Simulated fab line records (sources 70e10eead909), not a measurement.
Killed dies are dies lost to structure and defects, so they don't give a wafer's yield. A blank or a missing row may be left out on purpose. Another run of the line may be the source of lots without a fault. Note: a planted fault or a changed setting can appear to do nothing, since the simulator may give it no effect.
Matching of chambers	flow nand_harc	NHARC_A_STAIRCASE_ETCHBACK_157 on rie_diel-01: 4 sister chambers
The step etches the open film in CH3F/O2, target depth 90 nm, time 167.14 s. 16 wafers are shown with their chamber, then 8 later ones without.

EACH WAFER AND ITS CHAMBER
wafer	chamber	showerhead_plenum_p_Torr (Torr)	rf_vpp_V (V)	throttle_valve_pct (%)
L080.1	0	2.60	247.7	20.670
L080.4	3	2.49	244.5	20.655
L080.6	3	2.49	246.3	20.664
L081.1	3	2.48	243.8	20.663
L081.2	0	2.60	245.5	20.666
L081.5	3	2.48	245.0	20.658
L083.3	1	2.51	244.2	20.659
L083.4	0	2.59	246.6	20.660
L083.5	3	2.48	243.8	20.666
L084.1	3	2.48	244.1	20.662
L084.2	0	2.59	246.1	20.668
L084.4	2	2.39	244.4	20.670
L090.1	2	2.39	244.0	20.660
L090.2	3	2.47	244.8	20.652
L090.5	1	2.50	245.1	20.670
L093.3	3	2.47	244.1	20.671

SIGNATURES (means of the wafers above)
reading	chamber 0	chamber 1	chamber 2	chamber 3	scatter within a chamber
showerhead_plenum_p_Torr	2.5950	2.5050	2.3900	2.4800	0.00677
rf_vpp_V	246.475	244.650	244.200	244.550	0.814
throttle_valve_pct	20.66600	20.66450	20.66500	20.66137	0.00599
Rule: for each reading, subtract the chamber's mean from the wafer's reading, divide by that reading's scatter and square the result; add these up over the readings and take the root, which gives the wafer's distance from the chamber. If the next closest chamber is less than 2 further off than the closest, the wafer can't be placed; otherwise it belongs to the closest. The scatter is the square root of a quotient: the sum, over the shown wafers, of each reading's squared deviation from its chamber's mean, divided by wafers minus chambers.

WAFERS WITHOUT THEIR CHAMBER
wafer	showerhead_plenum_p_Torr (Torr)	rf_vpp_V (V)	throttle_valve_pct (%)
L093.4	2.58	245.4	20.655
L093.5	2.58	245.6	20.669
L097.1	2.58	246.4	20.663
L097.4	2.49	244.5	20.659
L097.5	2.38	244.6	20.661
L096.3	2.58	245.5	20.666
L096.4	2.46	245.4	20.675
L096.6	2.46	244.1	20.654

WHICH CHAMBER EACH WENT THROUGH
wafer	from the rows above	in truth
L093.4	0	0
L093.5	0	0
L097.1	0	0
L097.4	can't be placed: 3 or 1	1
L097.5	2	2
L096.3	0	0
L096.4	3	3
L096.6	3	3
Correct placement for 7 of the 8. Cannot be placed on the basis of these rows: 1; the candidates contain the true chamber in 1. Wrongly placed: 0.
